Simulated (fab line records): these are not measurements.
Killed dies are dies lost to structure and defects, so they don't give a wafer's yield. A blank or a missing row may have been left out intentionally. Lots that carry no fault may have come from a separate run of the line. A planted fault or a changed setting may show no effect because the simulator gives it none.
Split-lot trial / flow n5Finfet / 39 wafers read across 7 lots, on a route 1938 steps long

THE SPLIT
At N5_BEOL_M15_ILD_DEP_00 (deposits SiO2 from TEOS/O2, target thk 1629.3 nm, time 346.1 s), the setting timeS was moved away from the recipe's 346.1 s on 15 of the 39 wafers read, by -52.2% to +52.5%. For the rest of the wafers, this setting stayed at what the recipe calls for.

FROM THE SPLIT TO THE READING: what the file shows between them, 10 steps
- N5_BEOL_M15_THK_MEAS_01
- N5_BEOL_M15_COAT_58: time 60 s, resist thk 89 nm
- N5_BEOL_M15_COAT_04: resist thk 800 nm
- N5_BEOL_M15_DESCUM_15: chemistry O2, time 7.9 s
- N5_BEOL_M15_ETCH_59: etches BARC in N2/H2, target depth 89 nm, overetch 26.7 nm, time 67.9 s
- N5_BEOL_M15_VIA_ETCH_16: etches SiO2 in C4F8/O2/Ar, target depth 1792.2 nm
- N5_BEOL_M15_STRIP_63: strips in O2
- N5_BEOL_M15_STRIP_64: strips in O2
- N5_BEOL_M15_STRIP_65: strips in post etch residue remover, time 60 s
- N5_BEOL_M15_SRD_66: time 30 s, dry time 30 s

THE READING
Shown in nm: cdNm at N5_BEOL_M15_CD_MEAS_17, with target cd 360 nm. Fault-free wafers of this fab line usually give 361.3 nm, standard deviation 2.3 nm.

wafer=L077.1; tool, chamber at the split=pecvd-03, 1; timeS as run, s=346.1; against the recipe=recipe; cdNm, nm=360.6; against lot-mates on the recipe=-
wafer=L077.2; tool, chamber at the split=pecvd-03, 0; timeS as run, s=523.4; against the recipe=+51.2%; cdNm, nm=364.1; against lot-mates on the recipe=+5.0
wafer=L077.3; tool, chamber at the split=pecvd-03, 2; timeS as run, s=346.1; against the recipe=recipe; cdNm, nm=358.6; against lot-mates on the recipe=-
wafer=L077.4; tool, chamber at the split=pecvd-03, 2; timeS as run, s=346.1; against the recipe=recipe; cdNm, nm=358.1; against lot-mates on the recipe=-
wafer=L077.5; tool, chamber at the split=pecvd-03, 1; timeS as run, s=523.4; against the recipe=+51.2%; cdNm, nm=367.1; against lot-mates on the recipe=+8.0
wafer=L077.6; tool, chamber at the split=pecvd-03, 0; timeS as run, s=523.4; against the recipe=+51.2%; cdNm, nm=367.3; against lot-mates on the recipe=+8.2
wafer=L080.1; tool, chamber at the split=pecvd-03, 2; timeS as run, s=346.1; against the recipe=recipe; cdNm, nm=362.5; against lot-mates on the recipe=-
wafer=L080.2; tool, chamber at the split=pecvd-03, 1; timeS as run, s=419.7; against the recipe=+21.3%; cdNm, nm=365.2; against lot-mates on the recipe=+2.2
wafer=L080.3; tool, chamber at the split=pecvd-03, 0; timeS as run, s=346.1; against the recipe=recipe; cdNm, nm=363.9; against lot-mates on the recipe=-
wafer=L080.4; tool, chamber at the split=pecvd-03, 1; timeS as run, s=419.7; against the recipe=+21.3%; cdNm, nm=366.7; against lot-mates on the recipe=+3.7
wafer=L080.5; tool, chamber at the split=pecvd-03, 0; timeS as run, s=346.1; against the recipe=recipe; cdNm, nm=362.7; against lot-mates on the recipe=-
wafer=L080.6; tool, chamber at the split=pecvd-03, 2; timeS as run, s=419.7; against the recipe=+21.3%; cdNm, nm=367.6; against lot-mates on the recipe=+4.6
wafer=L085.1; tool, chamber at the split=pecvd-02, 2; timeS as run, s=346.1; against the recipe=recipe; cdNm, nm=358.3; against lot-mates on the recipe=-
wafer=L085.5; tool, chamber at the split=pecvd-02, 1; timeS as run, s=346.1; against the recipe=recipe; cdNm, nm=358.1; against lot-mates on the recipe=-
wafer=L085.6; tool, chamber at the split=pecvd-02, 2; timeS as run, s=346.1; against the recipe=recipe; cdNm, nm=358.7; against lot-mates on the recipe=-
wafer=L084.1; tool, chamber at the split=pecvd-03, 2; timeS as run, s=422.8; against the recipe=+22.2%; cdNm, nm=360.5; against lot-mates on the recipe=-0.3
wafer=L084.2; tool, chamber at the split=pecvd-03, 0; timeS as run, s=346.1; against the recipe=recipe; cdNm, nm=359.0; against lot-mates on the recipe=-
wafer=L084.3; tool, chamber at the split=pecvd-03, 1,2; timeS as run, s=346.1; against the recipe=recipe; cdNm, nm=363.2; against lot-mates on the recipe=-
wafer=L084.4; tool, chamber at the split=pecvd-03, 0; timeS as run, s=422.8; against the recipe=+22.2%; cdNm, nm=366.1; against lot-mates on the recipe=+5.3
wafer=L084.5; tool, chamber at the split=pecvd-03, 1; timeS as run, s=422.8; against the recipe=+22.2%; cdNm, nm=364.3; against lot-mates on the recipe=+3.5
wafer=L084.6; tool, chamber at the split=pecvd-03, 1,2; timeS as run, s=346.1; against the recipe=recipe; cdNm, nm=360.3; against lot-mates on the recipe=-
wafer=L087.1; tool, chamber at the split=pecvd-03, 1; timeS as run, s=346.1; against the recipe=recipe; cdNm, nm=359.5; against lot-mates on the recipe=-
wafer=L087.2; tool, chamber at the split=pecvd-03, 2; timeS as run, s=346.1; against the recipe=recipe; cdNm, nm=357.7; against lot-mates on the recipe=-
wafer=L087.3; tool, chamber at the split=pecvd-03, 0; timeS as run, s=346.1; against the recipe=recipe; cdNm, nm=360.2; against lot-mates on the recipe=-
wafer=L087.4; tool, chamber at the split=pecvd-03, 2; timeS as run, s=346.1; against the recipe=recipe; cdNm, nm=358.3; against lot-mates on the recipe=-
wafer=L087.5; tool, chamber at the split=pecvd-03, 1; timeS as run, s=346.1; against the recipe=recipe; cdNm, nm=359.6; against lot-mates on the recipe=-
wafer=L087.6; tool, chamber at the split=pecvd-03, 0; timeS as run, s=346.1; against the recipe=recipe; cdNm, nm=359.3; against lot-mates on the recipe=-
wafer=L092.1; tool, chamber at the split=pecvd-02, 0; timeS as run, s=527.8; against the recipe=+52.5%; cdNm, nm=369.8; against lot-mates on the recipe=+8.0
wafer=L092.2; tool, chamber at the split=pecvd-02, 1; timeS as run, s=527.8; against the recipe=+52.5%; cdNm, nm=369.3; against lot-mates on the recipe=+7.5
wafer=L092.3; tool, chamber at the split=pecvd-02, 2; timeS as run, s=346.1; against the recipe=recipe; cdNm, nm=361.0; against lot-mates on the recipe=-
wafer=L092.4; tool, chamber at the split=pecvd-02, 0; timeS as run, s=527.8; against the recipe=+52.5%; cdNm, nm=367.4; against lot-mates on the recipe=+5.6
wafer=L092.5; tool, chamber at the split=pecvd-02, 1; timeS as run, s=346.1; against the recipe=recipe; cdNm, nm=361.8; against lot-mates on the recipe=-
wafer=L092.6; tool, chamber at the split=pecvd-02, 2; timeS as run, s=346.1; against the recipe=recipe; cdNm, nm=362.6; against lot-mates on the recipe=-
wafer=L093.1; tool, chamber at the split=pecvd-02, 0; timeS as run, s=346.1; against the recipe=recipe; cdNm, nm=360.9; against lot-mates on the recipe=-
wafer=L093.2; tool, chamber at the split=pecvd-02, 1; timeS as run, s=346.1; against the recipe=recipe; cdNm, nm=359.7; against lot-mates on the recipe=-
wafer=L093.3; tool, chamber at the split=pecvd-02, 2; timeS as run, s=165.3; against the recipe=-52.2%; cdNm, nm=353.6; against lot-mates on the recipe=-7.6
wafer=L093.4; tool, chamber at the split=pecvd-02, 1; timeS as run, s=165.3; against the recipe=-52.2%; cdNm, nm=351.8; against lot-mates on the recipe=-9.4
wafer=L093.5; tool, chamber at the split=pecvd-02, 2; timeS as run, s=165.3; against the recipe=-52.2%; cdNm, nm=353.4; against lot-mates on the recipe=-7.8
wafer=L093.6; tool, chamber at the split=pecvd-02, 0; timeS as run, s=346.1; against the recipe=recipe; cdNm, nm=363.0; against lot-mates on the recipe=-
Where a row lists several chambers, the file gives one row for several wafers and doesn't say which wafer went through which chamber.

THE FIT
A straight line over all 39 wafers: cdNm changes by +0.146 nm for each +1% of timeS; r = +0.88; the points scatter about the line by 2 nm.
The same after taking each lot's own level away (the mean of its wafers on the recipe; 39 wafers): +0.145 nm for each +1%; r = +0.95; scatter 1.3 nm.
That fit puts the effect of the largest move of timeS on the reading at 7.6 nm.
The span of the lots' own levels, 358.37 to 363.03 nm, comes to 2.0 times the standard deviation stated above.
The two slopes are in agreement: the lot-to-lot level therefore moves the slope only a little.
Check: with one of the wafers moved furthest among these (+52.5%) left out of the fit, the line predicts +7.41 nm for it against its lot-mates. Against them it came out at +8 nm.

ADDITIONAL SPLITS CARRIED BY THESE WAFERS
Before the reading, these wafers also passed through other splits. Each is held against what the fit with the lots' levels taken away leaves over:
other split on the same wafers=N5_BEOL_M8_DESCUM_16 timeS; wafers away from the commonest value=15; r with cdNm (lot level and that fit taken away)=+0.04
other split on the same wafers=N5_BEOL_M9_PECVD_70 timeS; wafers away from the commonest value=15; r with cdNm (lot level and that fit taken away)=-0.11

THE WHOLE CHAIN: every reading that the file lists as answering this split, in the file's order
step=N5_BEOL_M15_ILD_DEP_00; what it does=deposits SiO2 from TEOS/O2, target thk 1629.3 nm, time 346.1 s; reading=SiO2_of_BEOL_M15_ILD_DEP_00.thkNm (the simulator's own value, which no gauge read); change (the file's fit)=+16.1 nm for each +1% of the setting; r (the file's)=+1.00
step=N5_BEOL_M15_THK_MEAS_01; what it does=; reading=M15_ILD_THK; change (the file's fit)=+16.1 for each +1% of the setting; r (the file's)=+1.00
step=N5_BEOL_M15_VIA_ETCH_16; what it does=etches SiO2 in C4F8/O2/Ar, target depth 1792.2 nm; reading=etch.depthNm (the simulator's own value, which no gauge read); change (the file's fit)=+16.1 nm for each +1% of the setting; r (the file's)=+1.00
step=N5_BEOL_M15_VIA_ETCH_16; what it does=etches SiO2 in C4F8/O2/Ar, target depth 1792.2 nm; reading=coat_of_BEOL_M15_COAT_04.thkNm (the simulator's own value, which no gauge read); change (the file's fit)=-3.77 nm for each +1% of the setting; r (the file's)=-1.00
step=N5_BEOL_M15_CD_MEAS_17; what it does=target cd 360 nm; reading=cdNm; change (the file's fit)=+0.143 nm for each +1% of the setting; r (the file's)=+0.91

THE FILE'S OWN FIT
cdNm changes by +0.143 nm for each +1% of timeS, r = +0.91.
